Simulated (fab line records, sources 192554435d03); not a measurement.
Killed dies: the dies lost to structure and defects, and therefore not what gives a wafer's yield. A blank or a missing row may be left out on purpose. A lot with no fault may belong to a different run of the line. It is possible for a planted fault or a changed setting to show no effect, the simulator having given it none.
Matching of chambers / flow n5_finfet / N5_ILD0_LINER_00 on ald_sin-01: 4 sister chambers
The step material SiNx, target thk 4 nm, pulse time 1 s, purge time 2 s. 16 wafers are shown with their chamber, then 8 later ones without.

WAFERS WITH THEIR CHAMBER
wafer=L075.2; chamber=0; heater_power_w (W)=1102; susceptor_temp_C (C)=400.12; precursor_pulse_height_rel=0.996
wafer=L075.4; chamber=1; heater_power_w (W)=942; susceptor_temp_C (C)=399.82; precursor_pulse_height_rel=0.967
wafer=L075.6; chamber=3; heater_power_w (W)=962; susceptor_temp_C (C)=400.05; precursor_pulse_height_rel=1.030
wafer=L076.1; chamber=3; heater_power_w (W)=984; susceptor_temp_C (C)=399.72; precursor_pulse_height_rel=0.976
wafer=L076.4; chamber=1; heater_power_w (W)=988; susceptor_temp_C (C)=400.02; precursor_pulse_height_rel=0.993
wafer=L076.5; chamber=3; heater_power_w (W)=963; susceptor_temp_C (C)=399.89; precursor_pulse_height_rel=0.979
wafer=L077.1; chamber=3; heater_power_w (W)=959; susceptor_temp_C (C)=399.98; precursor_pulse_height_rel=0.995
wafer=L077.4; chamber=0; heater_power_w (W)=1096; susceptor_temp_C (C)=399.72; precursor_pulse_height_rel=0.971
wafer=L077.5; chamber=0; heater_power_w (W)=1096; susceptor_temp_C (C)=400.04; precursor_pulse_height_rel=0.989
wafer=L078.1; chamber=3; heater_power_w (W)=963; susceptor_temp_C (C)=399.84; precursor_pulse_height_rel=1.013
wafer=L078.3; chamber=1; heater_power_w (W)=934; susceptor_temp_C (C)=400.09; precursor_pulse_height_rel=0.999
wafer=L078.4; chamber=2; heater_power_w (W)=816; susceptor_temp_C (C)=399.86; precursor_pulse_height_rel=1.013
wafer=L091.1; chamber=2; heater_power_w (W)=803; susceptor_temp_C (C)=400.32; precursor_pulse_height_rel=0.976
wafer=L091.2; chamber=3; heater_power_w (W)=874; susceptor_temp_C (C)=399.80; precursor_pulse_height_rel=0.996
wafer=L091.6; chamber=1; heater_power_w (W)=929; susceptor_temp_C (C)=400.24; precursor_pulse_height_rel=1.007
wafer=L092.1; chamber=0; heater_power_w (W)=1153; susceptor_temp_C (C)=400.41; precursor_pulse_height_rel=0.987

SIGNATURES (averages over the wafers above)
reading=heater_power_w; chamber 0=1111.75; chamber 1=948.25; chamber 2=809.50; chamber 3=950.83; scatter within a chamber=31.7
reading=susceptor_temp_C; chamber 0=400.0725; chamber 1=400.0425; chamber 2=400.0900; chamber 3=399.8800; scatter within a chamber=0.206
reading=precursor_pulse_height_rel; chamber 0=0.98575; chamber 1=0.99150; chamber 2=0.99450; chamber 3=0.99817; scatter within a chamber=0.0183
Rule: a wafer's distance from a chamber is the root of the sum, over the readings, of the square of ((its reading less the chamber's mean) divided by the reading's scatter). The wafer belongs to the nearest chamber; if the next one is less than 2 further off, it can't be placed. The scatter: take each reading less its chamber's mean, square it, sum over the shown wafers, divide by the number of wafers less the number of chambers, and take the root.

WAFERS WITH NO CHAMBER GIVEN
wafer=L092.2; heater_power_w (W)=916; susceptor_temp_C (C)=399.99; precursor_pulse_height_rel=0.970
wafer=L092.6; heater_power_w (W)=1142; susceptor_temp_C (C)=400.21; precursor_pulse_height_rel=1.014
wafer=L093.1; heater_power_w (W)=1130; susceptor_temp_C (C)=400.23; precursor_pulse_height_rel=1.008
wafer=L093.4; heater_power_w (W)=915; susceptor_temp_C (C)=400.01; precursor_pulse_height_rel=1.011
wafer=L093.6; heater_power_w (W)=885; susceptor_temp_C (C)=399.87; precursor_pulse_height_rel=1.023
wafer=L095.2; heater_power_w (W)=871; susceptor_temp_C (C)=399.86; precursor_pulse_height_rel=1.004
wafer=L095.5; heater_power_w (W)=883; susceptor_temp_C (C)=399.60; precursor_pulse_height_rel=1.002
wafer=L095.6; heater_power_w (W)=1132; susceptor_temp_C (C)=400.29; precursor_pulse_height_rel=1.026

EACH ONE'S CHAMBER
wafer=L092.2; from the rows above=can't be placed: 1 or 3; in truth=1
wafer=L092.6; from the rows above=0; in truth=0
wafer=L093.1; from the rows above=0; in truth=0
wafer=L093.4; from the rows above=can't be placed: 3 or 1 or 2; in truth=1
wafer=L093.6; from the rows above=can't be placed: 3 or 1 or 2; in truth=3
wafer=L095.2; from the rows above=can't be placed: 2 or 3 or 1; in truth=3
wafer=L095.5; from the rows above=can't be placed: 3 or 1 or 2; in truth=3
wafer=L095.6; from the rows above=0; in truth=0
Correctly placed: 3 of 8. Unplaceable from these rows: 5, with the true chamber sitting among the candidates in 5. 0 placed wrongly.
